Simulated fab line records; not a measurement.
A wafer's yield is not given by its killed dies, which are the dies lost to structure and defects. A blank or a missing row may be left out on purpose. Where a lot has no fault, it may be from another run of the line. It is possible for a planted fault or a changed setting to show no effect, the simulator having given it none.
A lot that was struck, set against a sound lot	flow n5 finfet	15 out of 1938 route steps
Sound: the wafers L573.1, L573.4, L573.6. Wafers L575.2, L575.3, L575.5 were the ones struck. The cause comes at the end.
Each step with rows lists, per side, the tool, then ch with its chambers, then its first start. Under that, the readings that differ: sound wafers	struck wafers	difference of the means	sigmas: that difference in standard deviations of wafers without a fault.
alike: same words and numbers on both sides, and readings whose means sit less than 2 such deviations apart. not compared: any withheld reading, any reading some wafer has no value for, any bound like >300 that may hide the same value, and any number with overlapping values for which the record gives no deviation.
A row with sigmas, a row that says differs or no value, or rows on one side alone: a step with any of these is where the two part. Non-overlapping numbers with no deviation appear without sigmas and do not part them. A reading missing from all wafers of one side parts the sides only when that side holds two or more wafers.

N5_BEOL_M9_CD_MEAS_35: target cd 70 nm, target cd y 40 nm.
  sound: cd sem-01 at day 11 12:23; struck: cd sem-01 at day 12 10:11
  alike: cd nm
then, 3 steps without rows for these wafers: N5_BEOL_M9_CURE_72 (cures SiCOH lowk, time 120 s); N5_BEOL_M9_DEGAS_44 (time 60 s); N5_BEOL_M9_PRE_CLEAN_45 (time 30 s).
N5_BEOL_M9_ALD_74: deposits TaN, target thk 2 nm, pulse time 2 s, purge time 3 s.
  sound on ald metal-03 ch 0,2, day 11 14:17; struck on ald metal-03 ch 0,2,3, day 12 10:47
  alike: chamber pressure Torr, heater power w, precursor vessel temp c
then, 2 steps without rows for these wafers: N5_BEOL_M9_SURFACE_TREAT_79; N5_BEOL_M9_CVD_78 (deposits Co from CCTBA/H2, target thk 2 nm, time 138.9 s).
N5_BEOL_M9_SPUTTER_48: material Cu, target thk 12 nm, time 2 s.
  sound: pvd sputter-03 at day 11 15:04; struck: pvd sputter-03 at day 12 12:25
  alike: bias v, throttle valve pct
then, 1 step without rows for these wafers: N5_BEOL_M9_ECD_50 (material Cu, target thk 318 nm).
N5_BEOL_M9_ANNEAL_51: time 90 s.
  sound on rtp anneal-01 ch 0, day 11 15:17; struck on rtp anneal-02 ch 0, day 12 12:43
  alike: wafer_temp_C_max
N5_BEOL_M9_CMP_52: polishes, stops on SiCOH lowk, t overpolish 7 s, target thk 140 nm.
  sound on cmp-03 ch 1,3, day 11 15:37; struck on cmp-02 ch 0,3, day 12 13:00
  alike: barrier field endpoint s, motor current A, overpolish run s, time to endpoint s
N5_BEOL_M9_THK_MEAS_53: measures by xrf.
  sound: film metro-02 at day 11 15:53; struck: film metro-01 at day 12 13:16
  alike: M9_THK
N5_BEOL_M9_PRE_CLEAN_55: time 15 s.
  sound on pecvd-04 ch 0,1,2, day 11 15:55; struck on pecvd-04 ch 1,2, day 12 13:17
reading	sound	struck	difference	sigmas
rf fwd power W (W)	296.5 295.8 297.2	202.5 204.1 203.3	-93.2	-55
N5_BEOL_M9_DEP_56: deposits SiCN from 3MS/NH3, target thk 15 nm, time 26.5 s.
  sound on pecvd-04 ch 0,1,2, day 11 15:56; struck on pecvd-04 ch 1,2, day 12 13:20
  alike: chamber pressure Torr, showerhead plenum p Torr, throttle valve pct
-- the record jumps here: 3 days lie between the struck wafers' starts before and after (it left off in module BEOL_M9 and takes up again in module PASSIVATION, whose first step shown is number 1936 of the route) --
N5_PASSIVATION_PROBE_49:
  sound: prober-02 at day 14 12:25; struck: prober-01 at day 15 03:10
  alike: defect limited yield, killed_at_M0_to_M3, killed_at_M4_up, killed at contacts, killed at front end, killed at other, killed dies, killed open, killed short, sort_bin_5_function, sort_bin_6_memory, sort n pass, sort yield pct

WHERE THEY PART
Within this record, at N5_BEOL_M9_PRE_CLEAN_55 only. Later steps at which nothing parts them and some readings are alike: N5_BEOL_M9_DEP_56, N5_PASSIVATION_PROBE_49.

WHY: whatever the simulator had introduced
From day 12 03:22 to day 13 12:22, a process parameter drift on pecvd-04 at N5_BEOL_M9_PRE_CLEAN_55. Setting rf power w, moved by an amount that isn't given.
